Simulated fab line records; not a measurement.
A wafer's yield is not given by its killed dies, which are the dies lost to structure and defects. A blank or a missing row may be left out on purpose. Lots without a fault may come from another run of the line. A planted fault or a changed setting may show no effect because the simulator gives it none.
Comparing a struck lot with a sound one    flow n5 finfet    20 steps out of a route of 1938
Sound: the wafers L560.1, L560.5, L560.6. Struck: wafers L569.2, L569.3, L569.6. The cause is given at the end.
Order at every step that has rows: each side's tool, ch and its chambers, its first start. Under that, the readings that differ: sound wafers    struck wafers    difference of the means    sigmas: that difference in standard deviations of wafers without a fault.
alike: a reading whose means differ by less than 2 such deviations, as well as words and numbers matching on both sides. not compared: withheld readings; readings where some wafer has no value; bounds like >300 that might hide an equal value; numbers whose values overlap and for which the record gives no deviation.
A row with sigmas, a row that says differs or no value, or rows on one side alone: a step with any of these is where the two part. Non-overlapping numbers with no deviation appear without sigmas and do not part them. Lack of a reading on every wafer of one side parts them only where that side has two or more wafers.

first, 8 steps without rows for these wafers: N5_BEOL_M7_COAT_59 (time 60 s, resist thk 100 nm); N5_BEOL_M7_COAT_60 (time 60 s, resist thk 35 nm); N5_BEOL_M7_COAT_05 (resist thk 90 nm); N5_BEOL_M7_EBR_07; N5_BEOL_M7_SOFTBAKE_06 (time 60 s); N5_BEOL_M7_EXPOSE_08 (exposes mask M7); N5_BEOL_M7_PEB_09 (peb time 60 s); N5_BEOL_M7_DEVELOP_10 (develop time 30 s).
N5_BEOL_M7_CD_MEAS_11: the cd target is 38.5 nm.
  sound on cd sem-03 ch 0, day 8 21:05; struck on cd sem-01 ch 0, day 11 05:58
  alike: cd nm
N5_BEOL_M7_OVL_MEAS_12:
  sound on overlay-02 ch 0, day 8 21:07; struck on overlay-01 ch 0, day 11 06:00
  alike: M7_OVL
N5_BEOL_M7_INSPECT_13: inspects for defects (brightfield).
  struck on defect inspect-01, day 11 06:01; sound on defect inspect-02, day 8 21:08
  alike: raw defect count
N5_BEOL_M7_DESCUM_16: chemistry O2, time 7.9 s.
  sound on rie diel-01 ch 0,1,2, day 8 21:25; struck on rie diel-01 ch 1,2,3, day 11 06:04
  alike: drypump motor current A, oes product au, rf fwd power W, rf vpp V, showerhead plenum p Torr, throttle valve pct
  not compared: rf hours counter h
N5_BEOL_M7_ETCH_61: etches SiARC in CF4, target depth 45.5 nm, time 75.8 s.
  sound on rie diel-01 ch 0,1,2, day 8 21:27; struck on rie diel-01 ch 1,2,3, day 11 06:05
  no value came back on the struck wafers for any of 9 readings (bias w (W), cf4 flow sccm (sccm) and others); on the sound wafers bias w (W) reads 35.99 36.02 35.99
reading                                       sound     struck          difference  sigmas
model.CAR-ArF_of_BEOL_M7_COAT_05.thk nm (nm)  51 51 51  83.4 83.2 83.2  +32.3       
  not compared: rf hours counter h
N5_BEOL_M7_ETCH_62: etches SOC in N2/H2, target depth 110 nm, overetch 22 nm, time 165 s.
  sound on rie diel-01 ch 0,1,2, day 8 21:30; struck on rie diel-01 ch 1,2,3, day 11 06:09
reading                sound           struck          difference  sigmas
oes product au (a.u.)  0.70 0.71 0.66  0.28 0.29 0.32  -0.39       -7
  alike: bias w, chamber pressure mTorr, drypump motor current A, rf fwd power W, rf vpp V, showerhead plenum p Torr, throttle valve pct
  not compared: rf hours counter h
then, 1 step without rows for these wafers: N5_BEOL_M7_STRIP_68 (strips in N2/H2).
N5_BEOL_M7_STRIP_67: strips in CF4.
  sound on rie diel-01 ch 0,1,2, day 8 21:39; struck on rie diel-01 ch 1,2,3, day 11 06:17
  alike: drypump motor current A, oes product au, rf vpp V, showerhead plenum p Torr, throttle valve pct
  not compared: rf hours counter h
N5_BEOL_M7_HM_OPEN_17: chemistry Cl2/BCl3, target TiN, target depth 20 nm, overetch 6 nm.
  sound on rie metal-02 ch 0,1, day 8 21:41; struck on rie metal-02 ch 0,1, day 11 06:20
reading                 sound              struck             difference  sigmas
oes product au (a.u.)   0.57 0.56 0.56     0.24 0.25 0.24     -0.32       -6
throttle valve pct (%)  22.69 22.30 22.69  23.36 22.95 22.96  +0.53       +3
  alike: drypump motor current A, he backside leak sccm, rf fwd power W
  not compared: rf hours counter h
N5_BEOL_M7_STRIP_19: strips in O2.
  sound on rie diel-01 ch 0,3, day 8 21:48; struck on rie diel-01 ch 0,3, day 11 06:27
  alike: drypump motor current A, oes product au, rf vpp V, showerhead plenum p Torr, throttle valve pct
  not compared: rf hours counter h
N5_BEOL_M7_CD_MEAS_18: pitch 80 nm, target cd 40 nm.
  struck on cd sem-02, day 11 06:32; sound on cd sem-03, day 8 21:53
reading     sound           struck  difference                     sigmas
cd nm (nm)  39.7 39.7 40.6  - - -   no value on the struck wafers  
then, 1 step without rows for these wafers: N5_BEOL_M7_COAT_63 (time 60 s, resist thk 60 nm).

WHERE THEY PART
Earliest at N5_BEOL_M7_ETCH_61; latest, in this record, at N5_BEOL_M7_CD_MEAS_18.

WHY: what had been put in by the simulator
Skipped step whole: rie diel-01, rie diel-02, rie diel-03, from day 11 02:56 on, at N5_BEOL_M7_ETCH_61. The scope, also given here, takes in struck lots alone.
